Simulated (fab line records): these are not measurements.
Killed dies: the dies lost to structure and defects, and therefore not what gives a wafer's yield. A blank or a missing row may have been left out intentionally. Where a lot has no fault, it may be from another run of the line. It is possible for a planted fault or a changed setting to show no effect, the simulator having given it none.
Comparing a struck lot with a sound one :: flow nand harc :: 24 out of 1302 route steps
Sound: the wafers L123.3, L123.5, L123.6. The struck wafers were L131.1, L131.4, L131.5. At the end, the cause is stated.
For every step that has rows: the tool of each side, followed by ch and its chambers, followed by its first start. Under that, the readings that differ: sound wafers :: struck wafers :: difference of the means :: sigmas: that difference in standard deviations of wafers without a fault.
alike: same words and numbers on both sides, and readings whose means sit less than 2 such deviations apart. not compared: any withheld reading, any reading some wafer has no value for, any bound like >300 that may hide the same value, and any number with overlapping values for which the record gives no deviation.
Wherever a step has rows on one side only, a row that says differs or no value, or a row with sigmas, the two part there. Non-overlapping numbers with no deviation appear without sigmas and do not part them. A reading missing from all wafers of one side parts the sides only when that side holds two or more wafers.

NHARC_P_M1_INSPECT_27:
  struck on defect inspect-02, day 11 02:18; sound on defect inspect-02, day 7 10:56
  alike: raw defect count
NHARC_P_M1_PRE_CLEAN_32: time 12 s.
  sound on pecvd-03 ch 1,2, day 7 10:59; struck on pecvd-03 ch 0,1, day 11 02:23
  alike: heater power w, rf fwd power W
NHARC_P_M1_DEP_33: deposits SiCN, target thk 30 nm.
  sound on pecvd-03 ch 1,2, day 7 11:04; struck on pecvd-03 ch 0,1, day 11 02:32
  alike: heater power w, rf fwd power W
then, 8 steps without rows for these wafers: NHARC_P_M2_DEP_00 (deposits SiOC, target thk 182.5 nm); NHARC_P_M2_DEHYDRATE_01 (time 120 s); NHARC_P_M2_HMDS_02 (time 30 s); NHARC_P_M2_COAT_34 (time 65 s); NHARC_P_M2_COAT_03 (resist thk 90 nm); NHARC_P_M2_SOFTBAKE_04 (time 55 s); NHARC_P_M2_EBR_05; NHARC_P_M2_EXPOSE_06 (exposes mask P M2, target cd 170 nm).
NHARC_P_M2_PEB_07: peb time 65 s.
  sound on litho track-06 ch 0, day 7 12:07; struck on litho track-04 ch 0, day 11 03:37
reading: heater power total W (W)
sound: 156.1 156.0 156.5
struck: 174.0 174.7 173.7
difference: +17.9
sigmas: +46

reading: plate temp C (C)
sound: 100.03 99.90 100.10
struck: 108.36 108.25 108.09
difference: +8.22
sigmas: +63
  alike: exhaust pa
then, 1 step without rows for these wafers: NHARC_P_M2_DEVELOP_08 (develop time 35 s).
NHARC_P_M2_CD_MEAS_09: target cd 170 nm.
  sound on cd sem-03 ch 0, day 7 12:11; struck on cd sem-01 ch 0, day 11 03:41
reading: cd nm (nm)
sound: 169.7 169.8 169.3
struck: 193.5 192.4 192.9
difference: +23.3
sigmas: +36
NHARC_P_M2_OVL_MEAS_10: pitch 340 nm.
  struck on overlay-02, day 11 03:47; sound on overlay-02, day 7 12:16
  alike: overlay x nm, overlay y nm
NHARC_P_M2_INSPECT_11:
  struck on defect inspect-01, day 11 03:49; sound on defect inspect-02, day 7 12:19
  alike: raw defect count
NHARC_P_M2_DESCUM_14: chemistry O2, time 3 s.
  sound on rie diel-09 ch 0,1,2, day 7 12:23; struck on rie diel-09 ch 0,2, day 11 03:53
reading: model.P_M2.cd nm (nm)
sound: 171 170.3 170.2
struck: 193.2 193 192.7
difference: +22.5
sigmas: 
  alike: drypump motor current A, oes product au, rf vpp V, showerhead plenum p Torr, throttle valve pct
  not compared: rf hours counter h
NHARC_P_M2_ETCH_35: etches the open film in N2/H2, target depth 40 nm, overetch 12 nm, time 43.94 s.
  sound on rie diel-09 ch 0,3, day 7 12:27; struck on rie diel-09 ch 0,2,3, day 11 03:58
  alike: drypump motor current A, oes product au, rf fwd power W, rf vpp V, showerhead plenum p Torr, throttle valve pct
  not compared: rf hours counter h
NHARC_P_M2_ETCH_15: etches the open film in C4F8/Ar, target depth 182.5 nm, time 91.2 s.
  sound on rie diel-09 ch 0,3; struck on rie diel-09 ch 0,1
  alike: oes product au, rf fwd power W, rf vpp V
  not compared: rf hours counter h
NHARC_P_M2_CD_MEAS_16:
  struck on cd sem-02, day 11 04:11; sound on cd sem-01, day 7 12:41
reading: cd nm (nm)
sound: 171.1 170.6 169.9
struck: 193.2 193.2 192.7
difference: +22.5
sigmas: +28
NHARC_P_M2_STRIP_18: strips in N2/H2.
  sound on rie diel-10 ch 0,1,3, day 7 12:48; struck on rie diel-09 ch 1,2, day 11 04:15
  alike: drypump motor current A, oes product au, rf fwd power W, rf vpp V, showerhead plenum p Torr, throttle valve pct
  not compared: rf hours counter h
NHARC_P_M2_ETCH_28: etches the open film in CF4/N2, target depth 30 nm, time 72.99 s.
  sound on rie diel-10 ch 1,2; struck on rie diel-09 ch 0,1,3
reading: model.P_M2.cd nm (nm)
sound: 171.2 170.1 169.8
struck: 193.3 192.9 193.4
difference: +22.8
sigmas: 
  alike: drypump motor current A, oes product au, rf fwd power W, rf vpp V, showerhead plenum p Torr, throttle valve pct
  not compared: rf hours counter h
then, 1 step without rows for these wafers: NHARC_P_M2_STRIP_19 (strips in post etch residue remover, time 600 s).
-- the record jumps here: 18 days lie between the struck wafers' starts before and after (it left off in module P_M2 and takes up again in module END, whose first step shown is number 1302 of the route) --
NHARC_END_SORT_01:
  sound on prober-01 ch 0, day 25 10:18; struck on prober-02 ch 0, day 29 05:36
reading: defect limited yield (%)
sound: 95.3 94.8 92.3
struck: 89.1 87.4 88.3
difference: -5.9
sigmas: -3

reading: killed at array
sound: 29 31 50
struck: 71 81 71
difference: +38
sigmas: +3

reading: killed dies
sound: 32 35 52
struck: 74 85 79
difference: +40
sigmas: +3
  alike: killed at other, killed at periphery, killed open, killed short

## WHERE THEY PART
First at NHARC_P_M2_PEB_07; last, within this record, at NHARC_END_SORT_01.

WHY: the cause the simulator had injected
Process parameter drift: litho track-04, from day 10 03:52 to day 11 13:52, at NHARC_P_M2_PEB_07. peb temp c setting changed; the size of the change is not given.
